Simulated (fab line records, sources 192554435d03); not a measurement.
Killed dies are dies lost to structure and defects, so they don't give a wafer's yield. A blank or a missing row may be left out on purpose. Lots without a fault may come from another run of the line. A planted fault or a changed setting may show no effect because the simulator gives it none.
fab line records | flow n5_finfet
record lots=10 wafers=27 last_day=16
route steps=1938 shown FIN_CUT@169 BEOL_M4@1111 TV_OPEN@1890 PASSIVATION@1925
lots that met no fault: from a run of the same line without faults
start_h: hours from the record's first day to the start of the lot's first wafer shown | wait_h: hours since the lot's step before | " the same as in the row above | L1.1+2: a row that stands for several wafers | - no value, or no start given | * or withheld: withheld | < > ~ a bound
route shown NAME@n: a module of which the file shows steps, and the number in the route of the first | usual: mean/standard deviation of fault-free wafers | same: alike in all rows | chamber/n: place in a boat | sites: the reading at each site | _std_site: their standard deviation | _edge_site: outer sites' mean less inner sites' | radius_mm: how far each site lies from the wafer's centre | mask NAME#n: copy n | behind: the tool/chamber that last shaped the wafer | hold: why the lot was held/for how many hours/how that ended | device: the transistor (n, p or np) that didn't switch | end of line: the same wafers' tests at the end of the route | a step without rows: its recipe alone | killed: dies lost to structure and defects at the first sort, not the wafer's yield | map: a wafer's dies, x killed, . not, _ none there
set.NAME: the setting as run; set.NAME@STEP: as run at that earlier step | model.NAME: the simulator's own value behind a step, which no gauge read
steps of the route over a sample of lots; a table a step, a row a wafer
services: from which hour (start_h, from the record's first day; less than 0 if before it) a tool's chamber was out of use, for how many hours, and why
## steps
# step N5_FIN_CUT_ETCH_21
# recipe chemistry=N2/H2 target=SOC target_depth_a=2190 overetch_a=438 mask_material=SiARC temp_c=40 ion_energy_ev=100 bias_w=61 time_s=523.5 pressure_mtorr=30 source_w=850 n2_flow_sccm=200 h2_flow_sccm=200
# usual drypump_motor_current_A=5.8/0.62 oes_product_au=0.70/0.06 rf_vpp_V=240.8/1.4 showerhead_plenum_p_Torr=2.55/0.087 throttle_valve_pct=17.8/0.36
# columns lot.wafer tool chamber start_h wait_h drypump_motor_current_A oes_product_au rf_hours_counter_h rf_vpp_V showerhead_plenum_p_Torr throttle_valve_pct
L732.1 rie_diel-02 1 33.94 0.0 6.6 0.68 154 242.4 2.66 18.0
L732.2 " 0 " " 5.8 0.69 170 241.3 2.65 18.4
L732.6 " 2 " " 4.7 0.66 - 243.2 2.62 18.0
L733.3 rie_diel-02 1 39.70 0.0 6.6 0.67 156 242.1 2.66 18.0
L733.5 " 1 " " 6.6 0.67 - 243.2 2.66 18.0
L733.6 " 0 " " 5.8 0.69 - 242.8 2.65 18.4
L734.1 rie_diel-04 0 44.85 0.0 5.8 0.73 96 237.8 2.38 17.8
L734.3 " 3 " " 6.3 0.68 171 239.1 2.52 17.7
L734.6 " 0 " " 5.9 0.72 - 240.0 2.38 17.8
L735.1 rie_diel-04 0 51.82 0.0 5.9 0.72 99 238.9 2.38 17.8
L735.2 " 3 " " 6.2 0.69 173 240.3 2.52 17.7
L735.6 " 1 " " 5.3 0.80 - 239.0 2.48 17.5
L738.1 rie_diel-02 3 70.10 0.0 6.6 0.86 10 240.6 2.48 17.2
L738.2 " 2 " " 4.7 0.65 225 240.6 2.61 18.0
L738.5 " 3 " " 6.6 0.86 - 241.1 2.48 17.2
L741.1 rie_diel-02 3 87.84 0.0 6.6 0.84 15 239.3 2.48 17.2
L741.3 " 2 " " 4.6 0.63 232 243.0 2.61 18.0
L741.5 " 1 " " 6.6 0.67 - 241.1 2.65 18.0
L742.3 rie_diel-02 1 93.47 0.0 6.6 0.64 171 241.8 2.65 18.1
L742.5 " 0 " " 5.7 0.63 - 242.6 2.65 18.4
L743.3 rie_diel-02 2 100.52 0.0 4.7 0.61 237 241.3 2.61 18.0
L743.5 " 0 " " 5.8 0.63 - 241.5 2.64 18.4
L744.2 rie_diel-02 2 107.16 0.0 4.7 0.63 240 241.1 2.60 18.0
L744.5 " 0 " " 5.7 0.63 - 242.2 2.64 18.4
L745.2 rie_diel-04 2 112.31 0.0 5.2 0.71 126 240.9 2.55 17.5
L745.3 " 0 " " 5.9 0.71 108 238.3 2.37 17.8
L745.6 " 0 " " 5.9 0.71 - 238.3 2.37 17.8
# step N5_BEOL_M4_RC_MEAS_101
# usual DIBL_N=36.5/2 DIBL_P=36.5/2.3 IOFF_N=0.16/0.036 IOFF_P=0.21/0.037 ION_N=672/12 ION_P=459/7.1 SS_N=71.6/0.73 SS_P=73.4/0.76 VT_N=250/3.3 VT_P=-250.5/2.9
# columns lot.wafer tool chamber start_h wait_h DIBL_N[mV/V] DIBL_P[mV/V] IOFF_N[nA/um] IOFF_P[nA/um] ION_N[uA/um] ION_P[uA/um] SS_N[mV/dec] SS_P[mV/dec] VT_N[mV] VT_P[mV]
L733.3 prober-01 0 186.54 0.3 36.6 33.7 0.13 0.17 661 458 71.9 72.1 251 -253.6
L733.5 " 0 " " 36.1 33.6 0.13 0.18 668 455 70.7 72.0 251 -250.0
L733.6 " 0 " " 38.4 36.9 0.17 0.22 687 471 72.0 73.1 245 -247.1
L734.1 prober-02 0 189.55 0.0 36.7 36.7 0.18 0.21 680 458 71.9 73.9 246 -251.4
L734.3 " 0 " " 34.8 35.0 0.14 0.19 679 463 71.4 73.4 251 -252.9
L734.6 " 0 " " 35.7 36.1 0.16 0.20 670 464 71.3 73.5 249 -251.7
L732.1 prober-02 0 191.31 0.0 37.5 37.7 0.16 0.22 672 459 71.8 74.5 248 -247.8
L732.2 " 0 " " 39.7 40.1 0.20 0.25 676 464 72.6 74.9 248 -246.5
L732.6 " 0 " " 38.2 38.4 0.17 0.23 673 461 72.1 74.8 250 -249.2
L735.1 prober-01 0 199.42 0.0 40.0 39.5 0.23 0.28 695 472 72.2 74.4 246 -246.4
L735.2 " 0 " " 40.9 41.1 0.25 0.32 679 457 72.4 74.7 245 -248.5
L735.6 " 0 " " 35.9 34.9 0.14 0.19 657 451 71.0 73.1 251 -251.8
L738.1 prober-01 0 223.32 0.0 36.5 35.9 0.14 0.19 661 453 72.5 72.6 251 -252.4
L738.2 " 0 " " 38.1 39.1 0.18 0.24 683 469 72.6 73.7 249 -247.1
L738.5 " 0 " " 37.2 37.3 0.16 0.21 671 459 72.4 73.2 249 -249.2
L741.1 prober-01 0 229.86 0.0 34.3 35.4 0.13 0.20 664 462 71.3 72.5 253 -249.4
L741.3 " 0 " " 33.8 33.2 0.11 0.16 630 439 72.2 72.7 259 -255.7
L741.5 " 0 " " 31.9 32.0 0.10 0.16 658 459 71.1 72.3 255 -251.8
L745.2 prober-02 0 257.76 0.2 38.6 38.0 0.19 0.24 666 449 72.4 73.0 248 -249.1
L745.3 " 0 " " 36.4 35.2 0.14 0.18 649 452 72.4 72.6 254 -252.1
L745.6 " 0 " " 38.8 38.0 0.18 0.23 664 457 72.6 73.2 253 -249.6
L744.2 prober-01 0 259.40 0.2 36.3 36.2 0.16 0.20 663 448 71.8 73.1 250 -252.3
# step N5_PASSIVATION_ETCH_15
# recipe chemistry=CF4/N2 target=SiCN target_depth_a=750 taper_deg=2 time_s=81.2 ion_energy_ev=150 mask_material=SiNx pressure_mtorr=40 source_w=430 bias_w=70 Ar_flow_sccm=100 cf4_flow_sccm=60 n2_flow_sccm=60
# usual drypump_motor_current_A=5.7/0.59 oes_product_au=0.82/0.094 rf_vpp_V=381.6/1.8 showerhead_plenum_p_Torr=2.18/0.068 throttle_valve_pct=15.29/0.23
# columns lot.wafer tool chamber start_h wait_h drypump_motor_current_A oes_product_au rf_hours_counter_h rf_vpp_V showerhead_plenum_p_Torr throttle_valve_pct
L733.3 rie_diel-03 1 - - 6.3 0.95 5 382.4 2.25 14.82
L733.5 " 3 " " 5.8 0.75 - 382.6 2.22 15.28
L733.6 " 2 " " 5.7 0.71 - 382.7 2.17 15.75
L732.1 rie_diel-03 0 - - 5.1 0.94 8 383.1 2.18 15.34
L732.2 " 1 " " 6.3 0.94 6 383.9 2.25 14.84
L732.6 " 2 " " 5.6 0.71 - 381.9 2.17 15.74
L735.1 rie_diel-03 1 - - 6.3 0.93 8 383.8 2.25 14.83
L735.2 " 0 " " 5.1 0.93 11 380.8 2.18 15.36
L735.6 " 1 " " 6.3 0.93 - 382.2 2.25 14.86
L734.1 rie_diel-02 3 - - 6.6 0.82 91 381.9 2.14 15.08
L734.3 " 0 " " 5.8 0.94 8 383.2 2.27 15.60
L734.6 " 3 " " 6.6 0.82 - 380.3 2.14 15.09
L738.1 rie_diel-02 3 - - 6.6 0.82 96 380.3 2.14 15.10
L738.2 " 2 " " 4.6 0.85 49 383.1 2.25 15.36
L738.5 " 0 " " 5.7 0.93 - 382.8 2.27 15.62
L741.1 rie_diel-02 2 - - 4.7 0.86 50 384.3 2.25 15.37
L741.3 " 3 " " 6.6 0.81 97 381.9 2.14 15.09
L741.5 " 0 " " 5.8 0.93 - 383.6 2.26 15.63
L744.2 rie_diel-04 0 - - 5.9 0.71 186 377.8 2.02 15.53
L745.2 rie_diel-03 0 - - 5.1 0.89 26 381.3 2.17 15.38
L745.3 " 2 " " 5.6 0.99 5 381.7 2.16 15.26
L745.6 " 0 " " 5.1 0.90 - 381.1 2.17 15.40
# step N5_PASSIVATION_CD_MEAS_44
# recipe target_cd_nm=40000 landing_energy_ev=500 detector=se_inlens
# usual cd_nm=39999/4.1
# columns lot.wafer tool chamber start_h wait_h cd_nm
L733.3 cd_sem-02 0 302.39 - 40000
L733.5 " 0 " " 40004
L733.6 " 0 " " 39995
L732.1 cd_sem-03 0 305.73 - 39996
L732.2 " 0 " " 39989
L732.6 " 0 " " 39989
L735.1 cd_sem-03 0 313.35 - 40004
L735.2 " 0 " " 39996
L735.6 " 0 " " 40001
L734.1 cd_sem-03 0 318.27 - 40007
L734.3 " 0 " " 40008
L734.6 " 0 " " 40002
L738.1 cd_sem-02 0 337.38 - 39992
L738.2 " 0 " " 40003
L738.5 " 0 " " 39992
L741.1 cd_sem-03 0 340.43 - 39998
L741.3 " 0 " " 39995
L741.5 " 0 " " 40003
L744.2 cd_sem-03 0 369.84 - 40000
L745.2 cd_sem-01 0 375.21 - 40003
L745.3 " 0 " " 39995
L745.6 " 0 " " 40002
# step N5_PASSIVATION_ETCH_54
# recipe chemistry=CHF3/O2 target=SiO2 target_depth_a=8800 CHF3_flow_sccm=50 O2_flow_sccm=5 Ar_flow_sccm=200 time_s=440 mask_material=PR pressure_mtorr=30 source_w=650 bias_w=170 ion_energy_ev=200
# usual drypump_motor_current_A=5.7/0.56 oes_product_au=0.77/0.074 rf_vpp_V=520/8 showerhead_plenum_p_Torr=2.38/0.076 throttle_valve_pct=18.74/0.24
# columns lot.wafer tool chamber start_h wait_h drypump_motor_current_A oes_product_au rf_hours_counter_h rf_vpp_V showerhead_plenum_p_Torr throttle_valve_pct
L733.3 rie_diel-06 2 302.74 0.1 5.3 0.79 107 530 2.32 18.55
L733.5 " 2 " " 5.3 0.79 - 531 2.32 18.53
L733.6 " 3 " " 4.8 0.73 - 512 2.30 18.78
L732.1 rie_diel-06 2 306.08 0.1 5.4 0.79 109 529 2.32 18.54
L732.2 " 1 " " 5.8 0.88 35 521 2.44 18.47
L732.6 " 2 " " 5.3 0.79 - 530 2.32 18.53
L735.1 rie_diel-05 0 313.96 0.1 5.3 0.93 8 533 2.44 18.43
L735.2 " 2 " " 5.6 0.75 167 522 2.42 18.87
L735.6 " 3 " " 6.7 0.69 - 506 2.27 19.03
L734.1 rie_diel-06 2 318.89 0.1 5.2 0.78 113 530 2.32 18.56
L734.3 " 0 " " 6.4 0.70 210 508 2.30 19.08
L734.6 " 2 " " 5.3 0.79 - 531 2.32 18.55
L738.1 rie_diel-05 1 337.73 0.1 6.0 0.77 125 521 2.32 18.93
L738.2 " 0 " " 5.2 0.90 19 534 2.44 18.44
L738.5 " 1 " " 6.0 0.78 - 520 2.32 18.92
L741.1 rie_diel-01 1 340.78 0.1 5.3 0.69 228 527 2.36 19.09
L741.3 " 3 " " 5.9 0.88 43 512 2.45 18.54
L741.5 " 1 " " 5.3 0.70 - 525 2.36 19.08
L744.2 rie_diel-01 3 370.19 0.1 5.9 0.86 54 510 2.44 18.54
L745.2 rie_diel-06 0 375.56 0.1 6.4 0.69 229 506 2.29 19.13
L745.3 " 2 " " 5.3 0.76 135 530 2.31 18.58
L745.6 " 1 " " 5.8 0.84 - 521 2.43 18.49
# step N5_PASSIVATION_PROBE_49
# usual defect_limited_yield=91.4/1.4 killed_at_M0_to_M3=33/11 killed_at_M4_up=13/5.3 killed_at_contacts=13/6.1 killed_at_front_end=40/11 killed_at_other=2.9/2.7 killed_dies=102/17 killed_on_rim=14/4.2 killed_open=68/13 killed_short=32/7.5 sort_bin_5_function=5.1/0.98 sort_bin_6_memory=3.2/0.69 sort_bin_8_speed=0.1/1.1 sort_n_pass=1077/21 sort_yield_pct=91.3/1.7
# same gross_dies=1180 killed_at_back_side=0 sort_bin_4_leakage[%]=0
# columns lot.wafer tool chamber start_h wait_h defect_limited_yield[%] killed_at_M0_to_M3 killed_at_M4_up killed_at_contacts killed_at_front_end killed_at_other killed_dies killed_on_rim killed_open killed_short sort_bin_5_function[%] sort_bin_6_memory[%] sort_bin_8_speed[%] sort_n_pass sort_yield_pct[%]
L743.3 prober-02 - 372.43 0.1 8.4 36 23 9 1012 1 1081 143 77 30 87.5 3.8 0 99 8.4
L743.5 prober-02 - 372.53 0.2 0.2 36 12 4 1122 4 1178 151 53 31 97.3 2.4 0 2 0.2
L744.2 prober-01 - 373.97 0.1 91.7 24 11 9 53 1 98 14 62 35 4.7 3.1 0 1082 91.7
L744.5 prober-01 - 374.12 0.2 0.8 32 6 21 1110 1 1170 152 77 32 95.1 3.7 0 10 0.8
L745.2 prober-01 - 378.43 0.1 93.6 30 7 7 30 1 75 11 56 19 3.5 2.7 0 1105 93.6
L745.6 prober-01 - 378.63 0.3 92.8 27 4 15 39 0 85 16 58 21 3.6 3.0 0 1095 92.8
L742.3 prober-02 - 390.38 0.1 0.3 36 11 10 1107 13 1177 152 66 32 95.9 3.3 0 3 0.3
L742.5 prober-02 - 390.48 0.2 0.3 39 12 10 1110 5 1176 149 75 30 96.0 3.5 0 4 0.3
# killed by level:class
L743.3 FIN_CUT:area_etch=974 BEOL_M0_SAQP:geometric_particle:open=9 BEOL_M3:geometric_particle:open=9 FIN_SAQP:geometric_particle:open=8 DUMMY_GATE:geometric_particle:open=8 MOL_CONTACT_COAG:geometric_particle:open=8 BEOL_M0_SAQP:geometric_particle:short=7 BEOL_M4:geometric_particle:open=7
L743.5 FIN_CUT:area_etch=1093 STI_FIN_REVEAL:geometric_particle:open=9 BEOL_M0_SAQP:geometric_particle:short=9 BEOL_M3:geometric_particle:open=8 BEOL_M0_SAQP:geometric_particle:open=6 DUMMY_GATE:geometric_particle:open=5 BEOL_M4:geometric_particle:open=5 STI_FIN_REVEAL:geometric_particle:short=4
L744.2 FIN_SAQP:geometric_particle:short=23 FIN_SAQP:geometric_particle:open=16 BEOL_M3:geometric_particle:open=9 STI_FIN_REVEAL:geometric_particle:open=6 MOL_CONTACT_COAG:geometric_particle:open=6 BEOL_M1:geometric_particle:open=4 BEOL_M4:geometric_particle:open=4 MOL_CONTACT_COAG:geometric_particle:short=3
L744.5 FIN_CUT:area_etch=1061 FIN_SAQP:geometric_particle:open=21 MOL_CONTACT_COAG:geometric_particle:open=18 BEOL_M3:geometric_particle:open=9 FIN_SAQP:geometric_particle:short=8 BEOL_M1:geometric_particle:open=5 DUMMY_GATE:geometric_particle:open=4 BEOL_M0_SAQP:geometric_particle:open=4
L745.2 FIN_SAQP:geometric_particle:open=12 BEOL_M0_SAQP:geometric_particle:open=7 MOL_CONTACT_COAG:geometric_particle:open=6 BEOL_M0_SAQP:geometric_particle:short=6 FIN_SAQP:geometric_particle:short=5 BEOL_M2:geometric_particle:open=5 BEOL_M4:geometric_particle:open=5 STI_FIN_REVEAL:geometric_particle:open=4
L745.6 MOL_CONTACT_COAG:geometric_particle:open=11 FIN_SAQP:geometric_particle:open=10 BEOL_M3:geometric_particle:open=10 DUMMY_GATE:geometric_particle:open=6 HKMG_FIN:area_etch=6 BEOL_M0_SAQP:geometric_particle:short=5 BEOL_M0_SAQP:geometric_particle:open=5 MOL_CONTACT_COAG:geometric_particle:short=4
L742.3 FIN_CUT:area_etch=1079 BEOL_M0_SAQP:geometric_particle:open=11 BEOL_M0_SAQP:geometric_particle:short=10 MOL_CONTACT_COAG:geometric_particle:open=9 STARTING-WAFER:geometric_particle:short=7 FIN_SAQP:geometric_particle:open=6 BEOL_M2:geometric_particle:open=6 PASS1_CAP:geometric_particle:open=5
L742.5 FIN_CUT:area_etch=1071 FIN_SAQP:geometric_particle:open=12 MOL_CONTACT_COAG:geometric_particle:open=9 BEOL_M4:geometric_particle:open=9 FIN_SAQP:geometric_particle:short=8 BEOL_M2:geometric_particle:open=8 BEOL_M0_SAQP:geometric_particle:open=7 BEOL_M0_SAQP:geometric_particle:short=7
## services
# columns tool chamber start_h hours kind
rie_diel-06 3 11.49 25.0 repair
rie_diel-04 0 37.92 4.8 repair
rie_diel-06 3 48.71 11.7 repair
rie_diel-06 - 52.18 15.6 pm
rie_diel-02 1 53.32 16.7 repair
rie_diel-03 3 64.95 12.8 repair
rie_diel-03 1 65.00 11.8 repair
rie_diel-06 1 78.17 4.5 repair
rie_diel-06 2 128.59 2.3 repair
rie_diel-03 3 133.54 12.3 repair
rie_diel-03 2 143.43 10.1 repair
rie_diel-06 0 176.57 2.9 repair
rie_diel-06 1 199.25 14.5 repair
rie_diel-06 - 209.18 0.3 repair
rie_diel-06 - 210.01 4.8 repair
rie_diel-06 1 216.20 8.8 repair
rie_diel-06 2 216.94 4.0 repair
rie_diel-06 0 227.20 14.4 repair
rie_diel-02 0 238.33 5.8 repair
rie_diel-06 2 241.76 6.5 repair
rie_diel-03 - 271.55 14.6 pm
rie_diel-03 0 318.78 21.1 repair
rie_diel-06 3 333.55 2.8 repair
rie_diel-06 - 334.62 0.7 repair
## key
first_sign step=N5_PASSIVATION_PROBE_49 reading=killed_at_front_end direction=up sigmas=96 usual=40 struck=1092
effect step=N5_PASSIVATION_PROBE_49 reading=sort_bin_5_function direction=up sigmas=91 usual=5.1 struck=94.4
more_kills_born_at N5_FIN_CUT_ETCH_21@rie_diel-02=5278
met_at N5_FIN_CUT_ETCH_21
struck_lots L742,L743,L744
struck_wafers L742.3,L742.5,L743.3,L743.5,L744.5
later_rows_left_out L742.3,L742.5,L743.3,L743.5,L744.5
not_acting_at N5_PASSIVATION_ETCH_15,N5_PASSIVATION_CD_MEAS_44,N5_PASSIVATION_ETCH_54
onset_between 87.84 93.47
fault kind=process_parameter_drift tool=rie_diel-02 chamber=- onset_h=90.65 steps=N5_FIN_CUT_ETCH_21 channel=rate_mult offset=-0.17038 shape=step end_h=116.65 scope=struck_wafers_only
# later_rows_left_out: the simulator's readings of these wafers behind a module that went badly wrong aren't trusted and aren't shown, but for the sort
